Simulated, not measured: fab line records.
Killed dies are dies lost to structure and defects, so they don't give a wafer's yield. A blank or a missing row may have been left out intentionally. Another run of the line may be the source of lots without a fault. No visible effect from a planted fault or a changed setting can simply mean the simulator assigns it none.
Chamber matching :: flow n5 finfet :: uv cure-03 running N5_BEOL_M10_CURE_72: 3 sister chambers
The step cures SiCOH lowk, time 120 s. 6 wafers are shown with their chamber, then 11 later ones without.

## EACH WAFER AND ITS CHAMBER
wafer: L078.4
chamber: 2
wafer_temp_C_max: 372.4
lamp power pct (%): 52.33

wafer: L078.5
chamber: 2
wafer_temp_C_max: 372.0
lamp power pct (%): 52.26

wafer: L084.6
chamber: 1
wafer_temp_C_max: 373.1
lamp power pct (%): 52.26

wafer: L089.3
chamber: 0
wafer_temp_C_max: 371.6
lamp power pct (%): 52.31

wafer: L089.5
chamber: 0
wafer_temp_C_max: 371.8
lamp power pct (%): 52.29

wafer: L087.3
chamber: 1
wafer_temp_C_max: 372.8
lamp power pct (%): 52.41

## WAFERS WITH NO CHAMBER GIVEN
wafer: L087.4
wafer_temp_C_max: 372.7
lamp power pct (%): 52.23

wafer: L087.5
wafer_temp_C_max: 372.2
lamp power pct (%): 52.37

wafer: L090.1
wafer_temp_C_max: 372.3
lamp power pct (%): 52.32

wafer: L090.2
wafer_temp_C_max: 372.3
lamp power pct (%): 52.35

wafer: L090.6
wafer_temp_C_max: 372.4
lamp power pct (%): 52.29

wafer: L092.2
wafer_temp_C_max: 373.1
lamp power pct (%): 52.35

wafer: L092.4
wafer_temp_C_max: 372.0
lamp power pct (%): 52.41

wafer: L092.6
wafer_temp_C_max: 372.8
lamp power pct (%): 52.32

wafer: L096.1
wafer_temp_C_max: 372.1
lamp power pct (%): 52.27

wafer: L096.3
wafer_temp_C_max: 373.6
lamp power pct (%): 52.36

wafer: L096.5
wafer_temp_C_max: 371.8
lamp power pct (%): 52.39

## WHICH CHAMBER EACH WENT THROUGH
wafer: L087.4
from the rows above: can't be placed: 1 or 2
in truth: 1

wafer: L087.5
from the rows above: can't be placed: 2 or 0
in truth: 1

wafer: L090.1
from the rows above: 2
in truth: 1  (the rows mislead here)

wafer: L090.2
from the rows above: can't be placed: 2 or 0
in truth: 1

wafer: L090.6
from the rows above: can't be placed: 2 or 1
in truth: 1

wafer: L092.2
from the rows above: 1
in truth: 1

wafer: L092.4
from the rows above: can't be placed: 2 or 0
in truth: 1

wafer: L092.6
from the rows above: 1
in truth: 1

wafer: L096.1
from the rows above: can't be placed: 2 or 0
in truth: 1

wafer: L096.3
from the rows above: 1
in truth: 1

wafer: L096.5
from the rows above: can't be placed: 0 or 2
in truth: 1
Correct placement for 3 of the 11. Can't be placed from these rows: 7 (the true chamber is among the candidates in 2). Wrongly placed: 1.
How it was worked out, from the rows above alone: a wafer's distance from a chamber is the root of the sum, over the readings, of the square of ((its reading less the chamber's mean) divided by the reading's scatter). The wafer belongs to the nearest chamber; if the next one is less than 2 further off, it can't be placed. For every chamber, the mean is computed from those of its wafers that are shown. The scatter is the square root of a quotient: the sum, over the shown wafers, of each reading's squared deviation from its chamber's mean, divided by wafers minus chambers.
